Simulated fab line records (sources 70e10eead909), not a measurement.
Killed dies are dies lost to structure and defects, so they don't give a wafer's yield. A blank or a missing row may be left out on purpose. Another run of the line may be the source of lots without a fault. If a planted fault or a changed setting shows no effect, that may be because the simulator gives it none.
Problem report, 8D (eight disciplines) form, completed by code + flow nand-harc + the parts of the form that need people (team, actions taken, sign-off) are left out

## 1. WHAT IS WRONG
Mean of oes-product-au at NHARC_A_STAIRCASE_TRIM_224: 0.815 a.u. across 6 wafers in 2 lots; on wafers with no fault it is 1.004 a.u. (standard deviation 0.014). That puts it -14 standard deviations away from the usual mean.
The step: chemistry O2, time 211.2 s.
The first sign was on wafer L737.3 at day 14 13:32, on rie-diel-13. Wafers with a number at this step in the record: 33, from 11 lots. Rule for "out" (also "out of limits"): further than 4 standard deviations from the usual mean. The rest of the wafers with a number are treated as sound.

## 2. WHAT IT IS; WHAT IT IS NOT
| question                    | is                     | is not                                                                                       |
|-----------------------------|------------------------|----------------------------------------------------------------------------------------------|
| which readings at this step | oes-product-au         | drypump-motor-current-A, mfc-ar-sccm, rf-vpp-V, showerhead-plenum-p-Torr                     |
| which lots                  | L737, L740             | L727, L728, L729, L730, L742, L744, L747, L748, L749                                         |
| which wafers of those lots  | all that have a number | -                                                                                            |
| read on which tools         | rie-diel-13            | rie-diel-01, rie-diel-12                                                                     |
| when                        | from day 14 13:32      | up to then (12 sound wafers); but 15 sound wafers of L742, L744, L747, L748, L749 came after |

## 3. SUSPECTS, AND WHAT RULES EACH OUT
Counting: a tool at a process step up to the reading stays a suspect if it ran every lot that is out and no sound lot after the first of them.
- rie-diel-13 at NHARC_A_STAIRCASE_DESCUM_219 (chemistry O2, time 3 s): kept. It processed each lot that is out, first L737 at day 14 12:54, and no sound lot thereafter; up to then, the last sound lot it processed was L727 at day 11 18:07.
- rie-diel-13 at NHARC_A_STAIRCASE_TRIM_224 (chemistry O2, time 211.2 s): kept. It processed each lot that is out, first L737 at day 14 13:32, and no sound lot thereafter; up to then, the last sound lot it processed was L727 at day 11 19:59. Its own readings are out on those wafers: oes-product-au.
The count leaves rie-diel-13 at NHARC_A_STAIRCASE_TRIM_224 and rie-diel-13 at NHARC_A_STAIRCASE_DESCUM_219.

## 4. THE CAUSE (what the simulator had put in)
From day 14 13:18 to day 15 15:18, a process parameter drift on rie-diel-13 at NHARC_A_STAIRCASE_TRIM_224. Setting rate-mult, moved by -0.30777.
This tool is one of the 2 suspects left after counting.

## 5. THE CHAIN OF EFFECTS, in route order
Each row: a reading whose mean over the struck wafers that have a number lies more than 3 standard deviations from the usual. Only readings for which the record gives a usual standard deviation are gone through. hours: the time from each lot's start at the first step in this table that gives one to its start at this step, as a median over the lots. sigmas: the change in usual standard deviations.
| hours | step                       | reading        | usual      | on struck wafers | change | sigmas |
|-------|----------------------------|----------------|------------|------------------|--------|--------|
| 0     | NHARC_A_STAIRCASE_TRIM_224 | oes-product-au | 1.004 a.u. | 0.815            | -0.190 | -14    |
Here are the process steps it includes:
- NHARC_A_STAIRCASE_TRIM_224: chemistry O2, time 211.2 s.
At these later measuring or inspecting steps, every struck wafer for which the step has a row has a number for every such reading, and none has moved that far: NHARC_END_SORT_01.

## 6. WHAT WOULD HAVE CAUGHT IT SOONER
The fault began at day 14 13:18; the first out-of-limits reading in this record came at day 14 13:32, 0 hours later.
